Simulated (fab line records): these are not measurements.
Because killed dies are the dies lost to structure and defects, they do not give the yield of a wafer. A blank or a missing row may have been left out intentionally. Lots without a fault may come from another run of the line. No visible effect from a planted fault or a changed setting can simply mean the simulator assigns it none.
fab line records | flow n5_finfet
[record] lots = 6 wafers = 18 last_day = 19
route steps=1938 shown FIN_SAQP@118 BEOL_M4@1111 PASSIVATION@1936
lots untouched by any fault: they come from a run of this same line in which no faults occurred
start_h: hours from the record's first day to the start of the lot's first wafer shown | wait_h: hours from the lot's prior step to this one | " unchanged from the row above | L1.1+2: several wafers, shown together as one row | - either no value or no given start | * or withheld: withheld | < > ~ a bound
route shown NAME@n: names a module that has steps shown in the file, with the first one's number in the route | usual: mean/standard deviation of fault-free wafers | same: alike in all rows | chamber/n: place in a boat | sites: the reading at each site | _std_site: how widely they spread, as a standard deviation | _edge_site: the outer-site mean with the inner-site mean subtracted | radius_mm: for every site, how far away it sits from the centre of the wafer | mask NAME#n: copy n | behind: the most recent tool/chamber to have shaped the wafer | hold: cause of the lot's hold/its duration in hours/its outcome | device: the n, p or np transistor that did not switch | end of line: tests of these same wafers at the route's end | a step without rows: its recipe alone | killed: at the first sort, the dies lost to defects and structure; wafer yield is something else | map: a wafer's dies, marking killed ones x, the rest . and places with no die _
set.NAME: the run value of the setting; set.NAME@STEP: its run value at that earlier step | model.NAME: the simulator's own value behind a step, which no gauge read
lots at some steps of the route; a table a step, a row a wafer
services: a tool's chamber out of use, with start hour (start_h, from the record's first day; less than 0 if before it), hours out, and reason
[[steps]]
[step N5_FIN_SAQP_HM_OPEN_73]
[recipe] chemistry = CHF3/O2 target = SiO2 stop_on = a-Si target_depth_a = 120 over_etch_frac = 1.8 mask_material = SOC time_s = 16.8 pressure_mtorr = 30 source_w = 650 bias_w = 170 Ar_flow_sccm = 200 CHF3_flow_sccm = 50 O2_flow_sccm = 5 ion_energy_ev = 200 ends = end_point
[usual] CHF3_flow_sccm = 50.00/0.15 drypump_motor_current_A = 5.8/0.37 oes_product_au = 0.48/0.049 rf_vpp_V = 525/4.2 showerhead_plenum_p_Torr = 2.42/0.11 throttle_valve_pct = 18.74/0.18
// columns lot.wafer tool chamber start_h wait_h CHF3_flow_sccm drypump_motor_current_A oes_product_au rf_hours_counter_h rf_vpp_V showerhead_plenum_p_Torr throttle_valve_pct
L720.4 rie_diel-02 0 22.59 0.0 50.12 5.3 0.42 244 514 2.28 18.85
L720.5 " 2 " " 50.14 6.4 0.42 - 530 2.38 18.89
L720.6 " 1 " " 49.81 5.5 0.54 - 531 2.57 18.67
L727.2 rie_diel-04 0 64.27 0.0 49.91 6.4 0.59 4 524 2.57 18.47
L727.4 " 1 " " 50.05 6.1 0.46 168 517 2.30 18.62
L727.5 " 2 " " 49.74 6.1 0.56 - 525 2.37 18.89
L732.2 rie_diel-05 1 98.03 0.0 49.70 5.4 0.47 109 524 2.24 18.93
L732.3 " 3 " " 50.08 6.3 0.43 209 522 2.48 18.99
L732.6 " 1 " " 50.06 5.4 0.47 - 522 2.24 18.92
L733.2 rie_diel-04 0 102.16 0.0 50.08 6.4 0.56 17 524 2.56 18.50
L733.3 " 3 " " 50.08 6.0 0.44 173 531 2.39 18.65
L733.4 " 1 " " 49.94 6.1 0.45 182 518 2.30 18.64
L739.1 rie_diel-04 2 135.87 0.0 49.83 6.1 0.53 42 522 2.36 18.93
L739.2 " 1 " " 50.06 6.1 0.44 195 518 2.29 18.66
L739.4 " 0 " " 50.23 6.4 0.54 29 522 2.56 18.52
L743.1 rie_diel-02 2 160.45 0.0 49.87 6.4 0.41 238 529 2.37 18.97
L743.3 " 0 " " 49.88 5.3 0.52 31 523 2.55 18.50
L743.5 " 0 " " 49.98 5.3 0.51 - 522 2.55 18.51
[step N5_FIN_SAQP_STRIP_74]
[recipe] chemistry = CHF3/O2 resist = SiARC rf_frequency_hz = 6e+07
[step N5_FIN_SAQP_MANDREL_ETCH_22]
[recipe] target_depth_a = 600 chemistry = HBr/Cl2 target = a-Si stop_on = SiNx bt_time_s = 10 over_etch_frac = 0.5 time_s = 30 pressure_mtorr = 10 icp_w = 800 bias_w = 75 HBr_flow_sccm = 150 Cl2_flow_sccm = 80 ends = end_point
[step N5_FIN_SAQP_STRIP_55]
[recipe] chemistry = N2/H2 power_w = 500 temp_c = 40 pressure_mtorr = 50 rf_frequency_hz = 6e+07 overash_fraction = 0.3 bias_power_w = 28 h2_frac = 0.5 n2_flow_sccm = 300 h2_flow_sccm = 300
[usual] drypump_motor_current_A = 5.9/0.37 h2_flow_sccm = 299.9/0.85 oes_product_au = 0.80/0.088 rf_vpp_V = 122.1/1.7 showerhead_plenum_p_Torr = 3.40/0.16 throttle_valve_pct = 18.89/0.25
[same] overash_fraction = 0.3
// columns lot.wafer tool chamber start_h wait_h drypump_motor_current_A h2_flow_sccm oes_product_au rf_hours_counter_h rf_vpp_V showerhead_plenum_p_Torr throttle_valve_pct
L720.4 rie_diel-05 3 23.06 0.3 6.3 299.1 0.74 187 123.3 3.48 19.28
L720.5 " 1 " " 5.4 300.7 0.81 - 119.8 3.13 19.01
L720.6 " 2 " " 5.8 299.3 0.69 - 121.0 3.19 19.01
L727.2 rie_diel-04 3 64.46 0.1 6.0 298.9 0.77 158 119.3 3.35 18.85
L727.4 " 0 " " 6.4 300.6 0.99 4 123.3 3.57 18.74
L727.5 " 0 " " 6.4 300.3 0.99 - 121.2 3.57 18.76
L732.2 rie_diel-02 3 98.25 0.1 5.9 300.7 0.75 158 123.1 3.50 18.98
L732.3 " 0 " " 5.3 299.7 0.92 8 123.7 3.58 18.61
L732.6 " 1 " " 5.5 299.7 0.84 - 122.3 3.55 18.63
L733.2 rie_diel-05 0 102.35 0.1 5.6 300.0 0.77 137 121.8 3.50 18.63
L733.3 " 2 " " 5.8 299.7 0.67 247 119.0 3.18 19.09
L733.4 " 1 " " 5.4 300.4 0.78 111 119.9 3.12 19.06
L739.1 rie_diel-05 1 136.06 0.1 5.4 300.0 0.78 124 119.9 3.11 19.11
L739.2 " 3 " " 6.3 300.1 0.71 224 121.0 3.46 19.33
L739.4 " 3 " " 6.4 299.0 0.71 - 122.1 3.46 19.32
L743.1 rie_diel-04 2 160.73 0.2 6.1 301.2 0.86 49 122.4 3.28 19.04
L743.3 " 0 " " 6.4 301.9 0.90 37 121.5 3.55 18.81
L743.5 " 0 " " 6.4 302.2 0.90 - 122.2 3.55 18.83
[step N5_FIN_SAQP_STRIP_23]
[recipe] chemistry = SPM time_s = 750 temp_c = 130 h2so4_h2o2_vol_ratio = 4
[step N5_FIN_SAQP_SRD_66]
[recipe] dry = ipa_marangoni time_s = 30 temp_c = 23 rinse_liquid = diw
[step N5_FIN_SAQP_RECESS_75]
[recipe] chemistry = HF/NH3 target = SiO2 target_depth_a = 144 afs_cycles = 3 temp_c = 30 sublimation_temp_c = 180 sublimation_time_s = 60
[usual] drypump_motor_current_A = 5.75/0.2 foreline_p_Torr = 0.1280/0.00042
[same] sublimation_time_s = 60
// columns lot.wafer tool chamber start_h wait_h drypump_motor_current_A foreline_p_Torr
L720.4 vapor_etch-01 1 23.50 0.1 5.53 0.1282
L720.5 " 0 " " 5.86 0.1279
L720.6 " 1 " " 5.51 0.1276
L727.2 vapor_etch-02 0 64.81 0.0 6.03 0.1282
L727.4 " 1 " " 5.56 0.1279
L727.5 " 1 " " 5.55 0.1275
L732.2 vapor_etch-01 0 98.60 0.0 5.85 0.1286
L732.3 " 1 " " 5.53 0.1282
L732.6 " 0 " " 5.84 0.1279
L733.2 vapor_etch-01 0 102.70 0.0 5.87 0.1281
L733.3 " 0 " " 5.83 0.1278
L733.4 " 1 " " 5.53 0.1283
L739.1 vapor_etch-02 1 136.40 0.0 5.60 0.1279
L739.2 " 0 " " 6.02 0.1287
L739.4 " 0 " " 6.02 0.1280
L743.1 vapor_etch-01 1 161.05 0.0 5.52 0.1275
L743.3 " 1 " " 5.54 0.1276
L743.5 " 0 " " 5.87 0.1282
[step N5_FIN_SAQP_SPACER1_ALD_24]
[recipe] material = SiO2 target_thk_a = 203 temp_c = 300 ald_precursor_family = BDEAS ald_co_reactant = O2-plasma pulse_time_s = 1 purge_time_s = 2 co_reactant_purge_time_s = 2 ald_cycles = 218 pressure_torr = 2
[step N5_FIN_SAQP_SPACER1_ETCHBACK_25]
[recipe] chemistry = CHF3/O2 mode = anisotropic_etchback target = SiO2 target_depth_a = 244 time_s = 12.2 pressure_mtorr = 30 source_w = 650 bias_w = 170 Ar_flow_sccm = 200 CHF3_flow_sccm = 50 O2_flow_sccm = 5 ion_energy_ev = 200
[step N5_FIN_SAQP_MANDREL1_REMOVE_56]
[recipe] chemistry = HBr/Cl2/O2 bt_time_s = 10 target = a-Si stop_on = SiNx endpoint = OES-SiCl over_etch_frac = 1 icp_w = 600 bias_w = 22 HBr_flow_sccm = 150 Cl2_flow_sccm = 80 O2_flow_sccm = 5 pressure_mtorr = 10
[usual] drypump_motor_current_A = 5.6/0.56 oes_product_au = 0.995/0.015 throttle_valve_pct = 36.71/0.29
// columns lot.wafer tool chamber start_h wait_h drypump_motor_current_A oes_product_au rf_hours_counter_h throttle_valve_pct
L720.4 rie_si-02 3 26.02 0.1 5.3 1.002 49 36.43
L720.5 " 3 " " 5.3 0.998 - 36.42
L720.6 " 2 " " 6.1 0.964 - 36.25
L727.2 rie_si-06 1 66.00 0.1 5.4 0.974 31 36.43
L727.4 " 2 " " 4.9 0.983 52 36.93
L727.5 " 1 " " 5.4 0.986 - 36.43
L732.2 rie_si-02 1 101.76 0.1 4.6 0.999 52 36.50
L732.3 " 0 " " 5.6 0.996 76 36.82
L732.6 " 0 " " 5.6 1.005 - 36.80
L733.2 rie_si-06 1 104.49 0.1 5.5 0.986 32 36.43
L733.3 " 0 " " 5.9 1.000 118 37.16
L733.4 " 0 " " 5.9 0.991 - 37.18
L739.1 rie_si-02 0 137.59 0.1 5.6 0.985 77 36.81
L739.2 " 2 " " 6.1 0.952 49 36.23
L739.4 " 3 " " 5.4 1.005 51 36.42
L743.1 rie_si-05 1 162.28 0.1 6.2 0.992 59 37.14
L743.3 " 3 " " 6.8 1.017 129 36.71
L743.5 " 3 " " 6.8 1.012 - 36.71
[step N5_FIN_SAQP_CD_MEAS_27]
[recipe] target_cd_nm = 20 landing_energy_ev = 1000 detector = se_inlens polarity = line
[usual] cd_nm = 20.31/0.21
// columns lot.wafer tool chamber start_h wait_h cd_nm
L720.4 cd_sem-03 0 26.14 0.1 20.40
L720.5 " 0 " " 20.67
L720.6 " 0 " " 20.55
L727.2 cd_sem-02 0 66.11 0.1 20.70
L727.4 " 0 " " 20.49
L727.5 " 0 " " 20.75
L732.2 cd_sem-03 0 101.87 0.1 20.55
L732.3 " 0 " " 20.22
L732.6 " 0 " " 20.13
L733.2 cd_sem-03 0 104.61 0.1 20.36
L733.3 " 0 " " 19.91
L733.4 " 0 " " 19.90
L739.1 cd_sem-01 0 137.70 0.1 20.54
L739.2 " 0 " " 20.48
L739.4 " 0 " " 20.27
L743.1 cd_sem-01 0 162.40 0.1 20.12
L743.3 " 0 " " 20.47
L743.5 " 0 " " 20.23
[step N5_FIN_SAQP_ETCH_57]
[recipe] chemistry = CH3F/O2 target = SiNx mask_material = SiO2 target_depth_a = 325 time_s = 46.4 pressure_mtorr = 30 source_w = 395 bias_w = 73 Ar_flow_sccm = 150 CH3F_flow_sccm = 30 O2_flow_sccm = 20 ion_energy_ev = 120 ends = cleared
[usual] drypump_motor_current_A = 5.8/0.36 etch_rf_on_time_s = 46.1/0.87 oes_product_au = 0.68/0.07 rf_vpp_V = 298.2/2.3 showerhead_plenum_p_Torr = 2.03/0.093 throttle_valve_pct = 16.27/0.19
// columns lot.wafer tool chamber start_h wait_h drypump_motor_current_A etch_rf_on_time_s oes_product_au rf_hours_counter_h rf_vpp_V showerhead_plenum_p_Torr throttle_valve_pct
L720.4 rie_diel-05 3 26.34 0.2 6.3 46.6 0.63 189 296.4 2.07 16.48
L720.5 " 2 " " 5.8 47.7 0.59 - 295.0 1.90 16.59
L720.6 " 3 " " 6.3 46.2 0.63 - 295.8 2.07 16.48
L727.2 rie_diel-05 0 66.16 0.0 5.5 46.9 0.67 127 300.1 2.09 16.10
L727.4 " 1 " " 5.4 47.0 0.67 - 297.7 1.86 16.42
L727.5 " 3 " " 6.3 46.6 0.62 - 297.9 2.07 16.52
L732.2 rie_diel-02 3 101.92 0.0 5.9 46.2 0.65 160 297.8 2.07 16.13
L732.3 " 1 " " 5.5 45.4 0.72 53 302.5 2.12 16.22
L732.6 " 1 " " 5.5 46.5 0.72 - 300.5 2.12 16.23
L733.2 rie_diel-04 3 104.71 0.1 6.0 45.4 0.64 174 300.2 1.98 16.21
L733.3 " 0 " " 6.4 45.6 0.80 18 297.1 2.13 16.00
L733.4 " 1 " " 6.1 46.3 0.63 184 294.2 1.90 16.19
L739.1 rie_diel-02 1 137.75 0.0 5.5 46.1 0.71 68 299.5 2.12 16.26
L739.2 " 3 " " 5.9 45.9 0.64 173 297.8 2.07 16.12
L739.4 " 2 " " 6.4 46.0 0.58 232 301.4 1.97 16.48
L743.1 rie_diel-05 1 162.44 0.0 5.4 47.0 0.64 133 296.1 1.85 16.49
L743.3 " 3 " " 6.3 46.5 0.60 233 297.4 2.06 16.57
L743.5 " 0 " " 5.5 47.2 0.64 - 301.1 2.08 16.18
[step N5_FIN_SAQP_ETCH_65]
[recipe] chemistry = CF4 target = SiO2 target_depth_a = 40 ion_energy_ev = 350 time_s = 4.4 pressure_mtorr = 10 icp_w = 800 bias_w = 400 cf4_flow_sccm = 80
[usual] drypump_motor_current_A = 5.6/0.6 oes_product_au = 0.994/0.018 throttle_valve_pct = 21.76/0.22
// columns lot.wafer tool chamber start_h wait_h drypump_motor_current_A oes_product_au rf_hours_counter_h throttle_valve_pct model.etch.depth_nm
L720.4 rie_si-06 3 26.45 0.1 5.6 0.984 141 21.93 3.952
L720.5 " 3 " " 5.6 0.976 - 21.93 3.945
L720.6 " 0 " " 5.9 0.985 - 22.03 3.996
L727.2 rie_si-02 2 66.26 0.1 6.1 0.970 48 21.47 3.921
L727.4 " 1 " " 4.6 1.022 52 21.47 4.067
L727.5 " 3 " " 5.3 1.005 - 21.48 3.976
L732.2 rie_si-02 2 102.03 0.1 6.1 0.957 49 21.48 3.871
L732.3 " 0 " " 5.6 1.348 76 21.98 6.283
L732.6 " 2 " " 6.1 0.948 - 21.48 3.852
L733.2 rie_si-02 0 104.82 0.1 5.6 0.995 76 21.85 3.986
L733.3 " 1 " " 4.6 1.364 52 21.56 6.248
L733.4 " 3 " " 5.3 1.356 50 21.60 6.185
L739.1 rie_si-05 1 137.86 0.1 6.3 0.997 59 22.10 4.031
L739.2 " 0 " " 4.9 0.989 189 21.82 3.948
L739.4 " 0 " " 4.9 0.990 - 21.81 3.975
L743.1 rie_si-06 3 162.55 0.1 5.6 0.973 143 21.93 3.921
L743.3 " 1 " " 5.4 0.985 33 21.48 3.987
L743.5 " 3 " " 5.6 0.983 - 21.93 3.981
[step N5_FIN_SAQP_MANDREL_ETCH_58]
[recipe] chemistry = HBr/Cl2 target = a-Si target_depth_a = 450 bt_time_s = 10 stop_on = SiNx mask_material = SiO2 over_etch_frac = 0.8 time_s = 27 pressure_mtorr = 10 icp_w = 800 bias_w = 75 HBr_flow_sccm = 150 Cl2_flow_sccm = 80 ends = end_point
[step N5_BEOL_M4_RC_MEAS_101]
[usual] DIBL_N = 35.9/1.3 DIBL_P = 35.9/1.5 IOFF_N = 0.152/0.023 IOFF_P = 0.204/0.027 ION_N = 673/9.2 ION_P = 462/6.7 SS_N = 71.4/0.48 SS_P = 73.2/0.55 VT_N = 250.3/2.6 VT_P = -250.6/3
// columns lot.wafer tool chamber start_h wait_h DIBL_N[mV/V] DIBL_P[mV/V] IOFF_N[nA/um] IOFF_P[nA/um] ION_N[uA/um] ION_P[uA/um] SS_N[mV/dec] SS_P[mV/dec] VT_N[mV] VT_P[mV]
L720.4 prober-02 0 181.34 0.5 34.9 35.1 0.116 0.169 656 455 70.1 72.4 253.4 -252.1
L720.5 " 0 " " 36.0 36.2 0.135 0.179 673 461 70.7 72.5 250.4 -250.8
L720.6 " 0 " " 35.3 35.1 0.119 0.165 660 456 70.4 72.5 255.4 -254.3
L727.2 prober-02 0 240.23 0.3 35.5 36.1 0.136 0.191 672 461 71.6 72.7 254.0 -252.5
L727.4 " 0 " " 36.8 37.5 0.160 0.215 691 467 70.9 73.4 249.5 -248.3
L727.5 " 0 " " 36.0 36.2 0.141 0.192 668 461 70.9 73.9 252.9 -250.6
L732.2 prober-01 0 249.32 0.2 33.1 32.3 0.133 0.194 660 466 71.9 73.0 252.7 -250.9
L732.3 " 0 " " 34.5 33.5 0.151 0.209 674 466 71.0 74.4 249.7 -248.4
L732.6 " 0 " " 33.1 31.6 0.129 0.186 667 460 70.5 73.0 251.7 -251.0
L733.2 prober-02 0 275.04 0.2 35.7 33.3 0.133 0.219 680 472 71.2 73.0 253.4 -245.7
L733.3 " 0 " " 35.6 33.3 0.134 0.215 659 466 71.0 72.8 252.2 -245.3
L733.4 " 0 " " 36.3 33.2 0.138 0.212 673 469 71.9 72.6 252.2 -245.2
L739.1 prober-01 0 305.26 0.0 35.4 35.3 0.154 0.214 675 465 71.7 73.1 248.0 -249.2
L739.2 " 0 " " 36.3 36.9 0.172 0.224 682 472 72.2 73.2 248.7 -248.2
L739.4 " 0 " " 35.1 35.6 0.152 0.211 676 466 71.2 73.2 249.4 -248.7
L743.1 prober-02 0 334.64 0.0 37.9 37.5 0.177 0.282 669 468 72.8 72.9 250.0 -243.7
L743.3 " 0 " " 34.3 32.7 0.112 0.196 658 464 71.4 71.8 255.1 -245.7
L743.5 " 0 " " 36.2 35.5 0.143 0.233 660 462 71.5 72.5 252.8 -244.6
[step N5_PASSIVATION_PROBE_49]
[usual] defect_limited_yield = 91.0/1.5 killed_at_M0_to_M3 = 37/12 killed_at_M4_up = 13/5 killed_at_contacts = 13/6.1 killed_at_front_end = 39/11 killed_at_other = 4/3.2 killed_dies = 106/17 killed_open = 69/12 killed_short = 35/7.9 sort_bin_5_function = 5.3/1 sort_bin_6_memory = 3.3/0.68 sort_n_pass = 1074/17 sort_yield_pct = 91.0/1.5
[same] gross_dies = 1180 killed_at_back_side = 0 sort_bin_4_leakage[%] = 0 sort_bin_8_speed[%] = 0
// columns lot.wafer tool chamber start_h wait_h defect_limited_yield[%] killed_at_M0_to_M3 killed_at_M4_up killed_at_contacts killed_at_front_end killed_at_other killed_dies killed_open killed_short sort_bin_5_function[%] sort_bin_6_memory[%] sort_n_pass sort_yield_pct[%]
L720.4 prober-01 - 291.57 0.2 89.1 26 20 20 56 7 129 95 34 6.5 3.8 1051 89.1
L720.5 prober-01 - 291.62 0.2 88.7 35 17 10 65 6 133 86 47 7.3 3.6 1047 88.7
L720.6 prober-01 - 291.67 0.3 92.1 22 14 9 47 1 93 67 24 4.6 3.1 1087 92.1
L733.2 prober-02 - 390.82 0.1 88.5 63 18 10 43 2 136 98 38 7.0 4.3 1044 88.5
L733.3 prober-02 - 390.87 0.1 90.8 45 7 18 33 5 108 70 38 6.1 2.5 1072 90.8
L733.4 prober-02 - 390.92 0.2 90.5 44 12 13 38 5 112 67 44 5.3 3.6 1068 90.5
L739.1 prober-01 - 414.72 0.0 89.7 37 16 23 43 2 121 79 42 6.0 4.1 1059 89.7
L739.2 prober-01 - 414.77 0.1 89.9 49 12 23 33 2 119 77 36 5.9 3.5 1061 89.9
L739.4 prober-01 - 414.87 0.2 91.6 32 10 15 41 1 99 74 25 5.8 2.3 1081 91.6
// killed by level:class
L720.4 MOL_CONTACT_COAG:geometric_particle:open=18 BEOL_M4:geometric_particle:open=17 STI_FIN_REVEAL:geometric_particle:open=14 DUMMY_GATE:geometric_particle:open=11 FIN_SAQP:geometric_particle:open=8 FIN_SAQP:geometric_particle:short=7 BEOL_M2:geometric_particle:open=7 BEOL_M0_SAQP:geometric_particle:open=6
L720.5 FIN_SAQP:geometric_particle:open=17 FIN_SAQP:geometric_particle:short=11 BEOL_M0_SAQP:geometric_particle:short=10 BEOL_M4:geometric_particle:open=9 STI_FIN_REVEAL:geometric_particle:open=9 DUMMY_GATE:geometric_particle:open=8 BEOL_M0_SAQP:geometric_particle:open=8 MOL_CONTACT_COAG:geometric_particle:open=7
L720.6 STI_FIN_REVEAL:geometric_particle:open=13 FIN_SAQP:geometric_particle:open=11 BEOL_M4:geometric_particle:open=9 MOL_CONTACT_COAG:geometric_particle:open=8 BEOL_M2:geometric_particle:open=7 DUMMY_GATE:geometric_particle:open=5 BEOL_M3:geometric_particle:open=5 FIN_SAQP:geometric_particle:short=4
L733.2 BEOL_M3:geometric_particle:open=19 BEOL_M1:geometric_particle:open=11 BEOL_M0_SAQP:geometric_particle:open=10 BEOL_M0_SAQP:geometric_particle:short=10 FIN_SAQP:geometric_particle:open=9 MOL_CONTACT_COAG:geometric_particle:open=8 BEOL_M2:geometric_particle:open=8 FIN_SAQP:geometric_particle:short=7
L733.3 BEOL_M3:geometric_particle:open=16 MOL_CONTACT_COAG:geometric_particle:open=13 BEOL_M0_SAQP:geometric_particle:open=8 DUMMY_GATE:geometric_particle:open=7 BEOL_M0_SAQP:geometric_particle:short=7 FIN_SAQP:geometric_particle:short=6 FIN_SAQP:geometric_particle:open=5 MOL_CONTACT_COAG:geometric_particle:short=5
L733.4 BEOL_M3:geometric_particle:open=12 FIN_SAQP:geometric_particle:short=10 MOL_CONTACT_COAG:geometric_particle:open=9 BEOL_M0_SAQP:geometric_particle:open=9 BEOL_M2:geometric_particle:open=7 STI_FIN_REVEAL:geometric_particle:open=6 BEOL_M0_SAQP:geometric_particle:short=6 FIN_SAQP:geometric_particle:open=5
L739.1 MOL_CONTACT_COAG:geometric_particle:open=19 STI_FIN_REVEAL:geometric_particle:open=12 BEOL_M0_SAQP:geometric_particle:short=10 FIN_SAQP:geometric_particle:short=10 BEOL_M4:geometric_particle:open=9 BEOL_M0_SAQP:geometric_particle:open=8 BEOL_M1:geometric_particle:open=5 FIN_SAQP:geometric_particle:open=4
L739.2 MOL_CONTACT_COAG:geometric_particle:open=19 STI_FIN_REVEAL:geometric_particle:open=12 BEOL_M0_SAQP:geometric_particle:short=12 BEOL_M0_SAQP:geometric_particle:open=11 BEOL_M2:geometric_particle:open=7 BEOL_M0:geometric_particle:open=6 BEOL_M1:geometric_particle:open=6 HKMG_FIN:area_etch=6
L739.4 STI_FIN_REVEAL:geometric_particle:open=19 MOL_CONTACT_COAG:geometric_particle:open=12 BEOL_M3:geometric_particle:open=8 BEOL_M2:geometric_particle:open=7 FIN_SAQP:geometric_particle:open=6 BEOL_M0_SAQP:geometric_particle:open=6 FIN_SAQP:geometric_particle:short=5 BEOL_M4:geometric_particle:open=4
[[services]]
// columns tool chamber start_h hours kind
rie_diel-04 2 -0.97 4.9 repair
rie_diel-04 2 4.25 - clean
rie_diel-04 2 4.25 - consumable_replace:focus_ring
rie_diel-04 2 4.25 30.9 scheduled_down
rie_diel-02 - 4.31 1.0 repair
rie_diel-02 2 26.16 26.8 repair
rie_diel-05 3 33.07 9.2 repair
rie_si-06 1 46.23 16.6 repair
vapor_etch-01 - 49.77 1.6 repair
rie_si-06 3 59.53 1.7 repair
rie_diel-05 2 60.80 8.2 repair
rie_si-05 1 72.60 3.6 repair
rie_si-06 2 75.11 39.6 repair
rie_diel-02 - 85.35 0.4 repair
rie_si-06 - 98.32 4.3 pm
rie_si-06 3 106.99 3.7 repair
rie_diel-05 2 108.52 - clean
rie_diel-05 2 108.52 - consumable_replace:focus_ring
rie_diel-05 2 108.52 - consumable_replace:showerhead
rie_diel-05 2 108.52 29.3 scheduled_down
rie_diel-05 2 108.52 29.3 vent_cycle
rie_diel-02 2 113.74 6.6 repair
rie_si-06 - 137.70 14.6 pm
rie_si-06 - 158.76 0.3 repair
[[key]]
[first_sign] step = N5_FIN_SAQP_ETCH_65 reading = oes_product_au direction = up sigmas = 20 usual = 0.994 struck = 1.356
effect none on later readings
[model_effect] step = N5_FIN_SAQP_ETCH_65 value = etch.depth_nm without = 3.993 struck = 6.238
met_at N5_FIN_SAQP_ETCH_65
struck_wafers L732.3,L733.3,L733.4
onset_between 66.26 102.03
[fault] kind = process_parameter_drift tool = rie_si-02 chamber = - onset_h = 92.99 steps = N5_FIN_SAQP_ETCH_65 channel = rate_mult offset = 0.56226 shape = step end_h = 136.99 scope = struck_wafers_only
